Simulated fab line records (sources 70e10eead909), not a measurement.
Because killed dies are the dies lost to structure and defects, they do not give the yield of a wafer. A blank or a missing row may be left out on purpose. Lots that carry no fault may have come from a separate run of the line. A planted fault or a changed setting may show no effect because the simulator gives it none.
Chamber matching	flow nand-harc	4 sister chambers for NHARC_A_WL_FILL_ETCHBACK_26 on rie-si-06
The step etches the open film in HBr, target depth 52 nm, time 13.3 s. 22 wafers are shown with their chamber, then 11 later ones without.

WAFERS WITH THEIR CHAMBER
wafer	chamber	drypump-motor-current-A (A)	oes-product-au (a.u.)	throttle-valve-pct (%)
L074.1	3	6.1	1.011	23.266
L074.2	0	5.6	0.993	23.276
L074.6	2	6.1	1.002	23.261
L076.1	1	5.5	0.997	23.266
L076.3	3	6.1	1.000	23.276
L076.6	2	6.1	1.026	23.256
L081.2	2	6.1	1.024	23.270
L081.4	1	5.5	1.003	23.276
L081.5	2	6.1	1.021	23.281
L079.1	1	5.4	1.003	23.260
L079.3	2	6.1	1.005	23.268
L079.6	0	5.5	1.016	23.268
L084.1	1	5.5	1.007	23.261
L084.2	2	6.1	1.012	23.240
L084.6	3	6.0	0.998	23.264
L080.1	0	5.6	1.009	23.251
L080.5	2	6.1	1.009	23.267
L080.6	3	6.0	1.004	23.271
L085.1	0	5.6	0.998	23.267
L085.5	2	6.1	1.011	23.251
L085.6	3	6.1	1.003	23.271
L088.1	2	6.1	1.004	23.274

SIGNATURES (averages over the wafers above)
reading	chamber 0	chamber 1	chamber 2	chamber 3	scatter within a chamber
drypump-motor-current-A	5.575	5.475	6.100	6.060	0.0387
oes-product-au	1.00400	1.00250	1.01267	1.00320	0.00787
throttle-valve-pct	23.26550	23.26575	23.26311	23.26960	0.0101
Rule: a wafer's distance from a chamber is the root of the sum, over the readings, of the square of ((its reading less the chamber's mean) divided by the reading's scatter). The wafer belongs to the nearest chamber; if the next one is less than 2 further off, it can't be placed. The scatter: the root of (the sum of the squares of (reading less its chamber's mean) over the shown wafers, divided by (wafers less chambers)).

WAFERS WHOSE CHAMBER IS MISSING
wafer	drypump-motor-current-A (A)	oes-product-au (a.u.)	throttle-valve-pct (%)
L088.3	5.6	0.999	23.249
L088.4	5.4	1.001	23.271
L090.1	5.6	1.011	23.245
L090.2	5.5	0.999	23.275
L090.4	6.1	1.012	23.278
L096.1	6.1	1.011	23.258
L096.5	5.5	0.990	23.252
L096.6	5.6	1.005	23.261
L095.1	6.1	1.004	23.266
L095.4	5.6	1.016	23.266
L095.6	5.5	1.009	23.255

EACH ONE'S CHAMBER
wafer	from the rows above	in truth
L088.3	can't be placed: 0 or 1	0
L088.4	1	1
L090.1	can't be placed: 0 or 1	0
L090.2	can't be placed: 1 or 0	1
L090.4	can't be placed: 2 or 3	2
L096.1	can't be placed: 2 or 3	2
L096.5	can't be placed: 1 or 0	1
L096.6	0	0
L095.1	can't be placed: 3 or 2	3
L095.4	can't be placed: 0 or 1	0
L095.6	can't be placed: 1 or 0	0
2 of 11 placed correctly. Not placeable from these rows: 9 (in 9, the candidates include the true chamber). Wrongly placed: 0.
